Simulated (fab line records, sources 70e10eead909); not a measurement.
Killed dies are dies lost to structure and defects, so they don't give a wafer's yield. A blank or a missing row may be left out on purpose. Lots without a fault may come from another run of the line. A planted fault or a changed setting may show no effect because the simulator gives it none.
Chamber matching | flow nand_harc | NHARC_P_GATE_STRIP_101 on rie_diel-13: 4 sister chambers
The step strips in O2, time 20 s. 14 wafers are shown with their chamber, then 7 later ones without.

WAFERS WITH THEIR CHAMBER
wafer  | chamber | oes_product_au (a.u.) | throttle_valve_pct (%) | rf_vpp_V (V)
L086.3 | 0       | 0.994                 | 17.058                 | 56.5
L086.4 | 3       | 0.981                 | 17.029                 | 58.2
L086.6 | 0       | 1.000                 | 17.039                 | 57.0
L089.3 | 2       | 1.006                 | 17.030                 | 57.8
L089.5 | 2       | 1.003                 | 17.015                 | 56.6
L089.6 | 3       | 0.990                 | 17.045                 | 56.6
L087.4 | 0       | 0.990                 | 17.039                 | 56.8
L087.5 | 1       | 0.984                 | 17.019                 | 57.4
L087.6 | 0       | 0.990                 | 17.053                 | 57.7
L088.1 | 0       | 1.000                 | 17.022                 | 58.6
L088.2 | 1       | 0.979                 | 17.040                 | 58.3
L088.4 | 3       | 0.991                 | 17.038                 | 57.2
L092.2 | 1       | 0.986                 | 17.032                 | 58.5
L092.5 | 1       | 0.984                 | 17.031                 | 56.9

SIGNATURES (means of the wafers above)
reading            | chamber 0 | chamber 1 | chamber 2 | chamber 3 | scatter within a chamber
oes_product_au     | 0.99480   | 0.98325   | 1.00450   | 0.98733   | 0.00439
throttle_valve_pct | 17.04220  | 17.03050  | 17.02250  | 17.03733  | 0.0112
rf_vpp_V           | 57.320    | 57.775    | 57.200    | 57.333    | 0.81
Rule: a wafer's distance from a chamber is the root of the sum, over the readings, of the square of ((its reading less the chamber's mean) divided by the reading's scatter). The wafer belongs to the nearest chamber; if the next one is less than 2 further off, it can't be placed. The scatter: the root of (the sum of the squares of (reading less its chamber's mean) over the shown wafers, divided by (wafers less chambers)).

WAFERS WITHOUT THEIR CHAMBER
wafer  | oes_product_au (a.u.) | throttle_valve_pct (%) | rf_vpp_V (V)
L092.6 | 1.003                 | 17.038                 | 58.1
L094.2 | 0.986                 | 17.043                 | 57.7
L094.3 | 0.982                 | 17.033                 | 58.1
L094.5 | 0.978                 | 17.029                 | 55.5
L095.1 | 0.991                 | 17.029                 | 56.3
L095.2 | 0.980                 | 17.038                 | 58.7
L095.4 | 0.998                 | 17.031                 | 58.2

WHICH CHAMBER EACH WENT THROUGH
wafer  | from the rows above               | in truth
L092.6 | can't be placed: 2 or 0 or 3      | 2
L094.2 | can't be placed: 3 or 1 or 0      | 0
L094.3 | can't be placed: 1 or 3           | 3
L094.5 | can't be placed: 1 or 3 or 0      | 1
L095.1 | can't be placed: 3 or 0 or 1 or 2 | 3
L095.2 | can't be placed: 1 or 3           | 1
L095.4 | can't be placed: 0 or 2 or 3 or 1 | 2
Placed correctly: 0 of 7. Can't be placed from these rows: 7 (the true chamber is among the candidates in 7). Placed wrongly: 0.
